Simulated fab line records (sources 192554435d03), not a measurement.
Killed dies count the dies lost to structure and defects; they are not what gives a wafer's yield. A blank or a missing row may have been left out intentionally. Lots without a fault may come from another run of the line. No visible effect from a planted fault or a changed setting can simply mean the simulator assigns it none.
Chamber matching | flow n5_finfet | cvd_co-02 running N5_BEOL_M1_CO_CAP_55: 3 sister chambers
The step material Co, precursor CCTBA/H2, target thk 2 nm, time 102.1 s. 6 wafers are shown with their chamber, then 9 later ones without.

WAFERS, EACH WITH ITS CHAMBER
wafer  | chamber | heater_power_w (W)
L083.2 | 0       | 214
L084.4 | 0       | 207
L084.5 | 1       | 226
L086.1 | 1       | 221
L086.3 | 2       | 216
L086.4 | 2       | 217

WAFERS WHOSE CHAMBER IS MISSING
wafer  | heater_power_w (W)
L088.3 | 227
L088.4 | 224
L088.5 | 213
L091.2 | 221
L091.5 | 210
L091.6 | 229
L092.1 | 210
L092.2 | 230
L092.5 | 225

WHICH CHAMBER EACH ONE RAN IN
wafer  | from the rows above     | in truth
L088.3 | can't be placed: 1 or 2 | 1
L088.4 | can't be placed: 1 or 2 | 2
L088.5 | can't be placed: 0 or 2 | 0
L091.2 | can't be placed: 1 or 2 | 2
L091.5 | can't be placed: 0 or 2 | 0
L091.6 | can't be placed: 1 or 2 | 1
L092.1 | can't be placed: 0 or 2 | 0
L092.2 | can't be placed: 1 or 2 | 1
L092.5 | can't be placed: 1 or 2 | 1
Correctly placed: 0 of 9. Unplaceable from these rows: 9, with the true chamber sitting among the candidates in 9. 0 placed wrongly.
How it was worked out, from the rows above alone: a wafer's distance from a chamber is the root of the sum, over the readings, of the square of ((its reading less the chamber's mean) divided by the reading's scatter). If the next closest chamber is less than 2 further off than the closest, the wafer can't be placed; otherwise it belongs to the closest. Each chamber's mean is taken over the wafers shown for it. The scatter is the square root of a quotient: the sum, over the shown wafers, of each reading's squared deviation from its chamber's mean, divided by wafers minus chambers.
